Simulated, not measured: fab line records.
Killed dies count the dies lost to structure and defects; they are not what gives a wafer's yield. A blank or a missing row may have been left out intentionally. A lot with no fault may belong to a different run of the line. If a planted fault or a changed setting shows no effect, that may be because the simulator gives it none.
fab line records	flow nandHarc
[record] lots = 6	wafers = 18	lastDay = 32
route steps=1302 shown A_SLIT@926 A_SIN_REMOVE@947 A_WL_FILL@952 END@1302
lots untouched by any fault: they come from a run of this same line in which no faults occurred
startH: the number of hours between the record's first day and the start of the first shown wafer of the lot	waitH: hours from the lot's prior step to this one	" as in the row above	L1.1+2: a row that stands for several wafers	- no value, or no start was given	* or withheld: withheld	< > ~ a bound
route shown NAME@n: a module of which the file shows steps, and the number in the route of the first	usual: average and standard deviation across the fault-free wafers	same: alike in all rows	chamber/n: place in a boat	sites: the reading at each site	_std_site: how widely they spread, as a standard deviation	_edge_site: mean of outer sites minus mean of inner sites	radiusMm: how far each site lies from the wafer's centre	mask NAME#n: copy n	behind: the most recent tool/chamber to have shaped the wafer	hold: reason for holding the lot/hours on hold/outcome of the hold	device: the transistor (n, p or np) that didn't switch	end of line: tests run on the same wafers once the route is complete	step lacking rows: just its recipe	killed: the dies lost at the first sort to structure and to defects; this is not the yield of the wafer	map: dies across one wafer; x = killed, . = not, _ = none there
set.NAME: the run value of the setting; set.NAME@STEP: its run value at that earlier step	model.NAME: the simulator's own value behind a step, which no gauge read
lots at selected steps of the route; one table per step, one row per wafer
services: the hour from which a tool's chamber was out of use, counted from the record's first day as startH (under 0 if before that day), plus the number of hours and why
[[steps]]
[step NHARC_A_SLIT_HMDS_02]
[recipe] timeS = 30
[step NHARC_A_SLIT_COAT_03]
[recipe] spinRpm = 1500	resistThkNm = 90
[step NHARC_A_SLIT_SOFTBAKE_04]
[recipe] tempC = 105	timeS = 55
[step NHARC_A_SLIT_EBR_05]
[step NHARC_A_SLIT_EXPOSE_06]
[recipe] na = 1.35	doseMj = 60.82	maskId = SLIT
[step NHARC_A_SLIT_PEB_07]
[recipe] pebTempC = 100	pebTimeS = 65
[step NHARC_A_SLIT_DEVELOP_08]
[recipe] developTimeS = 35	devTempC = 23
[step NHARC_A_SLIT_CD_MEAS_09]
[recipe] targetCdNm = 300	landingEnergyEv = 500
[usual] cdNm = 299.9/0.48
lot.wafer	tool	chamber	startH	waitH	cdNm
L230.1	cdSem-01	0	481.04	-	300.5
L230.4	"	0	"	"	299.9
L230.5	"	0	"	"	300.0
L232.2	cdSem-01	0	493.24	-	299.3
L232.4	"	0	"	"	299.0
L232.5	"	0	"	"	299.5
L240.1	cdSem-02	0	571.10	-	299.7
L240.2	"	0	"	"	299.5
L240.4	"	0	"	"	299.5
L241.2	cdSem-03	0	590.55	-	299.2
L241.3	"	0	"	"	299.7
L241.4	"	0	"	"	300.1
L243.2	cdSem-02	0	603.43	-	299.9
L243.3	"	0	"	"	300.2
L243.4	"	0	"	"	300.3
L248.4	cdSem-03	0	644.51	-	300.3
L248.5	"	0	"	"	299.6
L248.6	"	0	"	"	299.6
[step NHARC_A_SLIT_OVL_MEAS_10]
[usual] overlayXNm = -0.1/0.72	overlayYNm = -0.2/0.95
lot.wafer	tool	chamber	startH	waitH	overlayXNm	overlayYNm
L230.1	overlay-02	-	481.13	-	-0.1	-0.8
L230.4	"	-	"	"	0.4	-1.2
L230.5	"	-	"	"	0.4	-0.5
L232.2	overlay-02	-	493.32	-	0.4	-0.4
L232.4	"	-	"	"	0.4	0.0
L232.5	"	-	"	"	0.4	-0.1
L240.1	overlay-02	-	571.19	-	-0.4	0.4
L240.2	"	-	"	"	-0.4	0.1
L240.4	"	-	"	"	-0.7	0.4
L241.2	overlay-02	-	590.64	-	-0.8	1.1
L241.3	"	-	"	"	-0.7	0.6
L241.4	"	-	"	"	-0.3	0.4
L243.2	overlay-01	-	603.51	-	0.0	0.5
L243.3	"	-	"	"	-0.4	-0.3
L243.4	"	-	"	"	-0.5	-0.3
L248.4	overlay-01	-	644.59	-	0.8	-0.8
L248.5	"	-	"	"	0.9	-0.6
L248.6	"	-	"	"	0.9	-0.9
[step NHARC_A_SLIT_INSPECT_11]
[usual] rawDefectCount = 59/29
lot.wafer	tool	chamber	startH	waitH	rawDefectCount
L230.1	defectInspect-01	-	481.16	0.0	120
L230.4	"	-	"	"	119
L230.5	"	-	"	"	132
L232.2	defectInspect-02	-	493.36	0.0	51
L232.4	"	-	"	"	64
L232.5	"	-	"	"	51
L240.1	defectInspect-01	-	571.23	0.0	49
L240.2	"	-	"	"	41
L240.4	"	-	"	"	40
L241.2	defectInspect-01	-	590.67	0.0	34
L241.3	"	-	"	"	45
L241.4	"	-	"	"	43
L243.2	defectInspect-02	-	603.55	0.0	81
L243.3	"	-	"	"	88
L243.4	"	-	"	"	105
L248.4	defectInspect-02	-	644.63	0.0	60
L248.5	"	-	"	"	64
L248.6	"	-	"	"	63
[step NHARC_A_SLIT_DESCUM_14]
[recipe] timeS = 3	o2FlowSccm = 200	arFlowSccm = 0	biasPowerW = 0	chemistry = O2
[usual] drypumpMotorCurrentA = 5.5/0.32	mfcArSccm = 0.012/0.014	oesProductAu = 1.002/0.0071	rfVppV = 57.7/0.84	showerheadPlenumPTorr = 1.91/0.079	throttleValvePct = 11.311/0.0087
lot.wafer	tool	chamber	startH	waitH	drypumpMotorCurrentA	mfcArSccm	oesProductAu	rfHoursCounterH	rfVppV	showerheadPlenumPTorr	throttleValvePct
L230.1	rieDiel-07	2	481.24	0.1	5.1	0	0.998	0	57.8	1.78	11.304
L230.4	"	2	"	"	5.1	0	0.995	-	57.1	1.78	11.333
L230.5	"	3	"	"	5.8	0.014	1.011	-	57.4	1.93	11.314
L232.4	rieDiel-06	3	493.44	0.1	5.5	0	0.999	0	57.6	2.01	11.320
L232.2	"	0	"	"	5.3	0.037	0.982	0	55.5	1.96	11.324
L232.5	"	2	"	"	5.6	0.010	0.990	-	57.6	1.88	11.313
L240.1	rieDiel-07	0	571.30	0.1	5.9	0.024	0.999	5	58.5	1.98	11.303
L240.2	"	1	"	"	5.7	0	1.005	7	58.1	1.98	11.310
L240.4	"	1	"	"	5.7	0	1.005	-	58.2	1.98	11.302
L241.4	rieDiel-06	2	590.73	0.1	5.6	0.010	1.003	6	57.2	1.88	11.310
L241.2	"	0	"	"	5.2	0.037	1.005	8	59.6	1.96	11.309
L241.3	"	1	"	"	5.0	0	1.001	6	57.3	1.81	11.301
L243.4	rieDiel-06	2	603.61	0.1	5.6	0.010	1.005	7	57.4	1.88	11.315
L243.2	"	3	"	"	5.5	0	0.992	9	58.0	2.00	11.303
L243.3	"	0	"	"	5.2	0.037	0.989	9	58.2	1.96	11.308
L248.4	rieDiel-09	2	644.68	0.1	5.3	0.007	1.001	6	57.0	1.90	11.317
L248.6	"	2	"	"	5.3	0.007	1.007	-	57.8	1.90	11.316
L248.5	"	3	"	"	5.8	0.037	1.008	-	58.0	1.80	11.315
[step NHARC_A_SLIT_ETCH_24]
[recipe] targetDepthA = 1210	timeS = 60.5	cf4FlowSccm = 100	chf3FlowSccm = 30	arFlowSccm = 0	rfW = 500	biasW = 200	chemistry = CF4/CHF3
[step NHARC_A_SLIT_ETCH_15]
[recipe] targetDepthA = 62000	overEtchFrac = 0.3	timeS = 1612	ionEnergyEv = 150	o2FlowSccm = 400	cosFlowSccm = 20	arFlowSccm = 0	rfW = 500	biasW = 300	chemistry = O2/COS
[usual] drypumpMotorCurrentA = 5.5/0.32	mfcArSccm = 0.012/0.014	oesProductAu = 1.002/0.0073	rfFwdPowerW = 499.8/1.6	rfVppV = 314.3/1.9	showerheadPlenumPTorr = 3.13/0.12	throttleValvePct = 28.330/0.0081
lot.wafer	tool	chamber	startH	waitH	drypumpMotorCurrentA	mfcArSccm	oesProductAu	rfFwdPowerW	rfHoursCounterH	rfVppV	showerheadPlenumPTorr	throttleValvePct
L230.1	rieDiel-07	3	481.58	-	5.8	0.014	1.009	501.1	0	313.5	3.14	28.326
L230.5	"	3	"	"	5.8	0.014	1.017	501.3	-	313.4	3.14	28.333
L230.4	"	1	"	"	5.8	0	1.010	499.8	-	315.4	3.23	28.325
L232.2	rieDiel-06	3	493.59	-	5.6	0	1.000	499.5	0	316.7	3.26	28.324
L232.4	"	2	"	"	5.6	0.010	1.002	503.1	0	312.5	3.07	28.342
L232.5	"	0	"	"	5.3	0.037	0.996	498.7	-	315.1	3.19	28.310
L240.2	rieDiel-07	0	571.49	-	5.9	0.024	1.003	500.8	5	315.5	3.22	28.326
L240.1	"	1	"	"	5.7	0	1.006	498.2	7	315.0	3.23	28.320
L240.4	"	0	"	"	5.9	0.024	0.997	499.3	-	315.6	3.22	28.338
L241.3	rieDiel-06	0	591.39	-	5.2	0.037	0.999	501.0	8	314.7	3.19	28.312
L241.2	"	1	"	"	5.0	0	1.004	501.0	6	311.5	2.96	28.334
L241.4	"	3	"	"	5.5	0	1.002	498.7	8	316.5	3.26	28.338
L243.3	rieDiel-06	3	603.82	-	5.6	0	1.005	497.6	9	318.0	3.26	28.327
L243.2	"	0	"	"	5.3	0.037	0.992	500.0	10	315.2	3.19	28.333
L243.4	"	1	"	"	5.0	0	0.989	500.8	8	311.1	2.96	28.325
L248.4	rieDiel-09	2	644.97	-	5.3	0.007	1.005	498.7	6	315.6	3.10	28.339
L248.6	"	1	"	"	4.8	0	1.002	501.4	-	315.1	3.19	28.324
L248.5	"	2	"	"	5.3	0.007	1.005	497.9	-	315.4	3.10	28.323
[step NHARC_A_SLIT_ETCH_17]
[recipe] biasV = 900	sourceW = withheld	pressureMtorr = 20	arFlowSccm = 375	c4f8FlowSccm = 83.3	o2FlowSccm = 41.7	timeS = 4254.5	targetDepthA = 2.03e+05	chemistry = C4F8/O2/Ar
[usual] drypumpMotorCurrentA = 5.6/0.58	mfcArSccm = 375.0/1.1	showerheadPlenumPTorr = 3.61/0.18	throttleValvePct = 32.045/0.009
lot.wafer	tool	chamber	startH	waitH	drypumpMotorCurrentA	mfcArSccm	rfHoursCounterH	showerheadPlenumPTorr	throttleValvePct
L230.1	harEtch-01	0	483.33	-	5.2	372.4	269	3.44	32.041
L230.4	"	0	484.53	-	5.2	374.1	-	3.44	32.054
L230.5	"	0	485.74	-	5.2	375.1	-	3.44	32.035
L232.2	harEtch-02	0	495.92	-	6.0	374.1	58	3.91	32.044
L232.4	"	1	497.72	-	6.5	373.3	-	3.69	32.049
L232.5	"	0	"	"	6.0	375.8	-	3.91	32.052
L240.2	harEtch-01	0	572.79	-	5.2	374.6	322	3.42	32.043
L240.1	"	1	"	"	5.0	374.3	322	3.47	32.045
L240.4	"	1	574.60	-	5.0	375.4	-	3.47	32.045
L241.2	harEtch-01	1	593.08	-	5.0	375.7	333	3.47	32.055
L241.4	"	0	"	"	5.2	375.9	-	3.41	32.024
L241.3	"	1	"	"	5.0	375.1	-	3.47	32.054
L243.2	harEtch-02	0	604.90	-	6.0	377.5	120	3.87	32.042
L243.4	"	0	606.11	-	6.0	376.0	-	3.87	32.065
L243.3	"	1	"	"	6.4	376.5	-	3.65	32.034
L248.4	harEtch-02	0	647.14	-	6.0	375.1	-	3.86	32.041
L248.5	"	0	648.33	-	5.9	376.7	-	3.86	32.034
L248.6	"	1	"	"	6.4	376.3	-	3.64	32.047
[step NHARC_A_SLIT_ETCH_26]
[recipe] biasV = 400	sourceW = 2000	pressureMtorr = 25	timeS = 90	arFlowSccm = 375	c4f8FlowSccm = 41.7	o2FlowSccm = 83.3	targetDepthA = 4000	chemistry = C4F8/O2/Ar
[step NHARC_A_SLIT_STRIP_28]
[recipe] o2FlowSccm = 400	cosFlowSccm = 20	arFlowSccm = 0	biasW = 0	chemistry = O2/COS
[step NHARC_A_SLIT_ETCH_29]
[recipe] targetDepthA = 1000	overetchA = 100	timeS = 55	ionEnergyEv = 100	cf4FlowSccm = 80	o2FlowSccm = 20	arFlowSccm = 0	rfW = 300	biasW = 100	chemistry = CF4/O2
[usual] drypumpMotorCurrentA = 5.4/0.31	mfcArSccm = 0.011/0.013	oesProductAu = 1.000/0.0065	rfFwdPowerW = 297.4/1	rfVppV = 197.9/1.4	showerheadPlenumPTorr = 1.34/0.052	throttleValvePct = 13.396/0.0089
lot.wafer	tool	chamber	startH	waitH	drypumpMotorCurrentA	mfcArSccm	oesProductAu	rfFwdPowerW	rfHoursCounterH	rfVppV	showerheadPlenumPTorr	throttleValvePct
L230.4	rieDiel-09	2	487.25	0.1	5.3	0.007	1.004	296.6	6.6	199.1	1.33	13.390
L230.1	"	3	"	"	5.8	0.037	0.995	297.3	7.8	195.4	1.26	13.397
L230.5	"	3	"	"	5.8	0.037	1.003	297.7	-	198.2	1.26	13.397
L232.2	rieDiel-06	0	500.41	0.1	5.2	0.037	1.003	297.0	1.0	198.5	1.37	13.413
L232.4	"	1	"	"	5.0	0	1.011	298.6	0.6	196.4	1.27	13.396
L232.5	"	2	"	"	5.6	0.010	0.997	298.6	-	198.8	1.31	13.402
L240.2	rieDiel-06	0	577.30	0.1	5.2	0.037	1.002	297.2	7.2	198.2	1.36	13.385
L240.4	"	1	"	"	5.0	0	0.995	299.5	5.5	196.2	1.27	13.394
L240.1	"	2	"	"	5.6	0.010	0.999	296.1	5.6	198.1	1.31	13.390
L241.3	rieDiel-09	3	597.02	0.1	5.7	0.037	1.006	297.4	3.1	196.4	1.26	13.383
L241.2	"	0	"	"	5.5	0.011	1.000	296.8	3.1	199.1	1.39	13.403
L241.4	"	1	"	"	4.8	0	0.998	296.8	2.5	197.8	1.37	13.402
L243.3	rieDiel-06	3	609.42	0.1	5.6	0	1.006	297.1	9.8	200.0	1.40	13.394
L243.4	"	0	"	"	5.2	0.037	1.014	297.0	10.5	197.5	1.36	13.391
L243.2	"	1	"	"	5.0	0	0.995	299.3	8.2	196.2	1.26	13.396
L248.4	rieDiel-09	1	650.41	0.1	4.8	0	1.000	296.8	6.4	199.3	1.37	13.400
L248.5	"	1	"	"	4.8	0	1.000	296.4	-	198.3	1.37	13.400
L248.6	"	2	"	"	5.3	0.007	1.009	298.0	-	198.2	1.33	13.399
[step NHARC_A_SLIT_STRIP_18]
[recipe] o2FlowSccm = 500	arFlowSccm = 0	biasW = 0	chemistry = O2
[usual] drypumpMotorCurrentA = 5.4/0.32	mfcArSccm = 0.011/0.013	oesProductAu = 1.002/0.0067	rfVppV = 57.9/0.83	showerheadPlenumPTorr = 3.53/0.13	throttleValvePct = 17.036/0.0097
lot.wafer	tool	chamber	startH	waitH	drypumpMotorCurrentA	mfcArSccm	oesProductAu	rfHoursCounterH	rfVppV	showerheadPlenumPTorr	throttleValvePct
L230.1	rieDiel-09	3	-	-	5.8	0.037	1.010	7.8	56.3	3.34	17.037
L230.4	"	1	"	"	4.8	0	1.005	7.7	57.6	3.61	17.048
L230.5	"	3	"	"	5.8	0.037	1.012	-	58.0	3.34	17.022
L232.4	rieDiel-06	0	-	-	5.3	0.037	0.998	1.1	57.0	3.61	17.027
L232.2	"	1	"	"	5.1	0	1.006	0.6	58.0	3.35	17.028
L232.5	"	3	"	"	5.6	0	0.998	-	60.1	3.69	17.029
L240.4	rieDiel-06	1	-	-	5.1	0	1.002	5.6	56.7	3.35	17.039
L240.1	"	2	"	"	5.6	0.010	1.003	5.7	56.6	3.47	17.038
L240.2	"	3	"	"	5.6	0	1.009	7.3	60.3	3.68	17.045
L241.4	rieDiel-09	1	-	-	4.8	0	1.002	2.6	58.1	3.61	17.035
L241.3	"	3	"	"	5.8	0.037	1.002	3.1	57.4	3.33	17.040
L241.2	"	0	"	"	5.5	0.011	0.996	3.1	58.1	3.68	17.035
L243.4	rieDiel-06	3	-	-	5.6	0	0.997	9.8	57.6	3.68	17.020
L243.3	"	0	"	"	5.3	0.037	0.998	10.5	57.0	3.60	17.053
L243.2	"	1	"	"	5.0	0	1.002	8.2	57.7	3.35	17.051
L248.4	rieDiel-09	0	-	-	5.5	0.011	1.005	5.9	57.7	3.67	17.030
L248.6	"	1	"	"	4.8	0	1.004	-	57.5	3.61	17.043
L248.5	"	2	"	"	5.3	0.007	1.010	-	58.3	3.51	17.032
[step NHARC_A_SLIT_PRECLEAN_19]
[recipe] timeS = *	tempC = 50	bathAgeMin = 0	chemistry = SC1
[step NHARC_A_SLIT_SRD_20]
[step NHARC_A_SLIT_CD_MEAS_21]
[usual] cdNm = 289.7/0.74
lot.wafer	tool	chamber	startH	waitH	cdNm
L230.1	cdSem-01	-	487.78	-	288.2
L230.4	"	-	"	"	289.2
L230.5	"	-	"	"	289.0
L232.2	cdSem-03	-	500.94	-	290.0
L232.4	"	-	"	"	290.0
L232.5	"	-	"	"	290.3
L240.1	cdSem-02	-	577.83	-	288.9
L240.2	"	-	"	"	288.6
L240.4	"	-	"	"	289.0
L241.2	cdSem-02	-	597.55	-	289.6
L241.3	"	-	"	"	289.4
L241.4	"	-	"	"	289.9
L243.2	cdSem-01	-	609.96	-	290.5
L243.3	"	-	"	"	290.0
L243.4	"	-	"	"	290.4
L248.4	cdSem-02	-	650.95	-	289.9
L248.5	"	-	"	"	289.3
L248.6	"	-	"	"	289.6
[step NHARC_A_SIN_REMOVE_WET_00]
[recipe] tempC = 160	timeS = 15300	chemistry = H3PO4
[step NHARC_A_SIN_REMOVE_PRECLEAN_01]
[recipe] timeS = *	tempC = 50	bathAgeMin = 0	chemistry = SC1
[step NHARC_A_SIN_REMOVE_SRD_02]
[step NHARC_A_SIN_REMOVE_INSPECT_04]
[usual] rawDefectCount = 368/89
lot.wafer	tool	chamber	startH	waitH	rawDefectCount
L230.1	defectInspect-02	-	494.37	0.0	419
L230.4	"	-	"	"	373
L230.5	"	-	"	"	460
L232.2	defectInspect-01	-	506.51	0.0	301
L232.4	"	-	"	"	278
L232.5	"	-	"	"	244
L240.1	defectInspect-01	-	584.42	0.0	761
L240.2	"	-	"	"	586
L240.4	"	-	"	"	419
L241.2	defectInspect-02	-	604.21	0.0	728
L241.3	"	-	"	"	708
L241.4	"	-	"	"	763
L243.2	defectInspect-01	-	616.17	0.0	761
L243.3	"	-	"	"	747
L243.4	"	-	"	"	760
L248.4	defectInspect-01	-	657.52	0.0	277
L248.5	"	-	"	"	291
L248.6	"	-	"	"	328
[step NHARC_A_WL_FILL_ALD_00]
[recipe] targetThkA = 30	pulseTimeS = 3	aldCycles = 30	tempC = 300	material = Al2O3
[usual] heaterPowerW = 471/52	precursorPulseHeightRel = 0.999/0.021
[same] aldCycles = 30
lot.wafer	tool	chamber	startH	waitH	heaterPowerW	precursorPulseHeightRel
L230.1	aldHk-02	0	494.46	0.1	442	0.978
L230.4	"	2	"	"	392	0.987
L230.5	"	3	"	"	521	1.020
L232.4	aldHk-03	3	506.60	0.1	391	1.008
L232.2	"	1	"	"	540	1.010
L232.5	"	2	"	"	560	1.001
L240.1	aldHk-02	3	584.49	0.1	552	0.966
L240.4	"	0	"	"	454	1.042
L240.2	"	2	"	"	423	1.010
L241.2	aldHk-02	0	604.27	0.1	449	0.992
L241.3	"	1	"	"	424	1.000
L241.4	"	2	"	"	421	0.985
L243.3	aldHk-03	2	616.23	0.1	590	0.977
L243.2	"	3	"	"	411	1.013
L243.4	"	1	"	"	539	1.033
L248.4	aldHk-02	3	657.58	0.1	532	0.972
L248.5	"	3	"	"	567	1.032
L248.6	"	0	"	"	447	0.988
[step NHARC_END_SORT_01]
[recipe] tempC = 25
[usual] killedAtArray = 55/17	killedAtOther = 1.1/1.4	killedAtPeriphery = 3.9/3	killedDies = 59/17	killedOpen = 3.5/2	killedShort = 2.6/1.6
[same] grossDies = 677
lot.wafer	tool	chamber	startH	waitH	killedAtArray	killedAtOther	killedAtPeriphery	killedDies	killedOpen	killedShort
L241.2	prober-01	0	705.64	2.8	93	1	2	96	3	2
L241.3	prober-01	0	706.43	3.1	134	1	3	138	4	1
L241.4	prober-01	0	707.22	3.4	129	2	0	131	1	7
L243.2	prober-02	0	710.78	2.8	136	0	1	137	2	4
L243.3	prober-02	0	711.59	3.1	125	0	3	128	6	4
L243.4	prober-02	0	712.39	3.4	98	0	1	99	6	2
// killed by level:class
L241.2 A_SLIT:unspecified=37 A_SLIT:chamberFilmFlake=27 A_CHANNEL_HOLE_D1:chamberFilmFlake=10 A_CHANNEL_HOLE_D2:chamberFilmFlake=10 A_CONTACT:chamberFilmFlake=3 A_CHANNEL_FILL_D1:geometricParticle:open=2 A_ONON_D2:geometricParticle:open=1 A_ONON_D2:geometricParticle:short=1
L241.3 A_SLIT:unspecified=82 A_SLIT:chamberFilmFlake=22 A_CHANNEL_HOLE_D2:chamberFilmFlake=15 A_CHANNEL_HOLE_D1:chamberFilmFlake=6 P_CONTACT:geometricParticle:open=1 A_SOURCE_PLATE:geometricParticle:open=1 A_ONON_D2:geometricParticle:short=1 A_CHANNEL_FILL_D2:geometricParticle:open=1
L241.4 A_SLIT:unspecified=73 A_SLIT:chamberFilmFlake=29 A_CHANNEL_HOLE_D2:chamberFilmFlake=12 A_CHANNEL_HOLE_D1:chamberFilmFlake=4 A_ONON_D2:geometricParticle:short=3 A_CHANNEL_FILL_D1:chamberFilmFlake=2 A_CONTACT:chamberFilmFlake=2 A_SOURCE_PLATE:geometricParticle:short=1
L243.2 A_SLIT:unspecified=82 A_CHANNEL_HOLE_D2:chamberFilmFlake=22 A_CHANNEL_HOLE_D1:chamberFilmFlake=14 A_CHANNEL_FILL_D1:geometricParticle:short=4 A_SLIT:chamberFilmFlake=4 A_DECK1_JOINT:chamberFilmFlake=3 A_CONTACT:chamberFilmFlake=3 A_WL_FILL:chamberFilmFlake=2
L243.3 A_SLIT:unspecified=70 A_CHANNEL_HOLE_D2:chamberFilmFlake=20 A_CHANNEL_HOLE_D1:chamberFilmFlake=16 A_CONTACT:chamberFilmFlake=7 A_WL_FILL:chamberFilmFlake=3 P_GATE:geometricParticle:open=2 A_CHANNEL_FILL_D2:geometricParticle:short=2 P_M2:geometricParticle:open=1
L243.4 A_SLIT:unspecified=32 A_CHANNEL_HOLE_D2:chamberFilmFlake=25 A_CHANNEL_HOLE_D1:chamberFilmFlake=23 A_CONTACT:chamberFilmFlake=5 A_CHANNEL_FILL_D2:geometricParticle:open=2 A_DECK1_JOINT:chamberFilmFlake=2 P_M0:geometricParticle:open=1 A_ONON_D1:geometricParticle:short=1
// map L241.3 (x killed, . not)
____________.____________
_________....x.._________
_______..........._______
______.............______
_____..x............_____
____.................____
____.................____
___...x...............___
___.................x.___
__........x............__
__.....................__
_......................._
_......................._
_..xx..................._
_.xx...................._
_xxxxxx...x.....x......._
xxxxxx...................
.xxxxxx..................
.xxxxxxx...x.............
xxxxxxx..................
.x.xx.x..x...............
_..xx......x............_
_.x......xxxxxx........._
_........xxxxxxx........_
_.......xxxxxxx.x......._
_.......xxxxxxxx........_
__.....xxxxxxxx........__
__......xxxxxxxx....x..__
___.....xxxxxxxxx.....___
___...x.xxxxxxxxx.....___
____x...xxxxxxxx.....____
____.....xxxxxx......____
_____......xxx......_____
______....x........______
_______x.........._______
_________......._________
____________.____________
// map L243.2 (x killed, . not)
____________.____________
_________.....x._________
_______.x........._______
______xx....x......______
_____xxxx.x......x.._____
____xxxx...x.........____
____.xx..............____
___...................___
___.xx.x........x.....___
__....................x__
__.....................__
_.....x................x_
_......................._
_......................x_
_......x...x............_
_......................._
.........................
.................x.......
.........................
...........x....x........
................x.x......
_.........xx..x..xx....._
_.......x.xxxxxxxx.x...._
_.......xxxxx...xxxxx..._
_.......xxxxxxx.x......._
_.....xx.xxxxxxxxxxx...._
__......xxxxxxxx.x.....__
__.....xxxxxxxxx.x.....__
___.....xxxxxxx.......___
___....xxxxxxxxx......___
____....xxxxxx.x.....____
____....xxxxxx.x.....____
_____...xx.xxx......_____
______...x.....x.x.______
_______..........._______
_________....x.._________
____________.____________
[[services]]
tool	chamber	startH	hours	kind
rieDiel-06	0	463.20	-	clean
rieDiel-06	1	463.20	-	clean
rieDiel-06	2	463.20	-	clean
rieDiel-06	3	463.20	-	clean
rieDiel-07	-	471.20	9.0	pm
rieDiel-07	2	483.11	7.7	repair
rieDiel-06	-	484.20	9.0	pm
rieDiel-06	0	484.20	9.0	ventCycle
rieDiel-06	1	484.20	9.0	ventCycle
rieDiel-06	2	484.20	9.0	ventCycle
rieDiel-06	3	484.20	9.0	ventCycle
rieDiel-06	0	493.20	-	clean
rieDiel-06	1	493.20	-	clean
rieDiel-06	2	493.20	-	clean
rieDiel-06	3	493.20	-	clean
rieDiel-09	-	497.10	9.0	pm
aldHk-03	-	507.27	0.9	repair
rieDiel-06	0	517.70	-	clean
rieDiel-06	1	517.70	-	clean
rieDiel-06	2	517.70	-	clean
aldHk-02	-	534.61	10.0	pm
aldHk-03	-	572.20	10.0	pm
rieDiel-07	-	580.20	0.3	repair
rieDiel-07	-	648.20	9.0	pm
[[key]]
[firstSign] step = NHARC_A_SIN_REMOVE_INSPECT_04	reading = rawDefectCount	direction = up	sigmas = 4.2	usual = 368	struck = 744
[effect] step = NHARC_END_SORT_01	reading = killedAtArray	direction = up	sigmas = 3.8	usual = 55	struck = 119	wafersMoved = 5
[moreKillsBornAt] NHARC_A_SLIT_ETCH_15@rieDiel-06 = 376
metAt NHARC_A_SLIT_ETCH_15
struckWafers L241.2,L241.3,L241.4,L243.2,L243.3,L243.4
testerLeftOut L241,L243
onsetBetween 493.59 591.39
alsoFits NHARC_A_SLIT_DESCUM_14:rieDiel-06
[fault] kind = chamberParticleSource	tool = rieDiel-06	chamber = -	onsetH = 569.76	steps = NHARC_A_SLIT_ETCH_15	ratePerVisitCm2 = 0.57819	endH = 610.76
// testerLeftOut: of these lots the tester's yield and bins aren't shown, on N5 and GAA mostly nor the transistor test; their killed dies are dies lost to structure and defects alone, not to doping, threshold or leakage, so they don't give the yield
